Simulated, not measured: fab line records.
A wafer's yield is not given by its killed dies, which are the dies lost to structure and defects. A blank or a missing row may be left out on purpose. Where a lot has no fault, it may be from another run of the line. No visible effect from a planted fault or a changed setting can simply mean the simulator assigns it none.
Which tool was responsible?    flow n5Finfet    10 lots (30 wafers sampled), 1 step of a 1938-step route

## WHAT THE GAUGES SHOWED, per wafer
N5_BEOL_M10_INSPECT_13: inspects for defects (brightfield). Usual: rawDefectCount 407, standard deviation 84.
lot   measured      on                rawDefectCount  flag
L412  day 10 20:44  defectInspect-01  404 354 372     
L411  day 10 20:48  defectInspect-01  379 471 506     
L413  day 11 03:36  defectInspect-02  500 581 364     
L419  day 12 22:47  defectInspect-01  388 453 344     
L421  day 13 02:51  defectInspect-01  296 363 383     
L425  day 14 14:19  defectInspect-02  344 474 427     
L429  day 14 18:40  defectInspect-02  457 551 534     
L432  day 15 19:20  defectInspect-02  328 407 525     
L433  day 16 20:07  defectInspect-01  499 426 475     
L434  day 18 03:34  defectInspect-02  415 579 404     

## WHICH TOOL RAN EACH LOT (tool, then ch and the chambers of the sampled wafers, then the start)
The record shows no process step preceding these readings.

## WHAT THE TOOLS THEMSELVES READ (means of the sampled wafers that have a number; where no wafer has one, the mark that the record gives instead)
The record holds no such reading with a usual standard deviation.

## THE ANSWER, worked out from the rows above alone
Rule: a lot counts as off when the mean over its wafers that have a number is more than 3 standard deviations away from the usual mean. Also off: a lot with no number at a reading for which 4 or more lots have one. The other lots that the step has rows for count as sound. The gauges are gone through in route order, then the tools' own readings, and for those a lot's mean is taken as printed above. At the first step where some lot is off, the reading lying furthest off is the one used; lots without a number count as furthest.
No lot is off at any reading shown: from this, nothing can be told.

## WHAT THE SIMULATOR PUT IN
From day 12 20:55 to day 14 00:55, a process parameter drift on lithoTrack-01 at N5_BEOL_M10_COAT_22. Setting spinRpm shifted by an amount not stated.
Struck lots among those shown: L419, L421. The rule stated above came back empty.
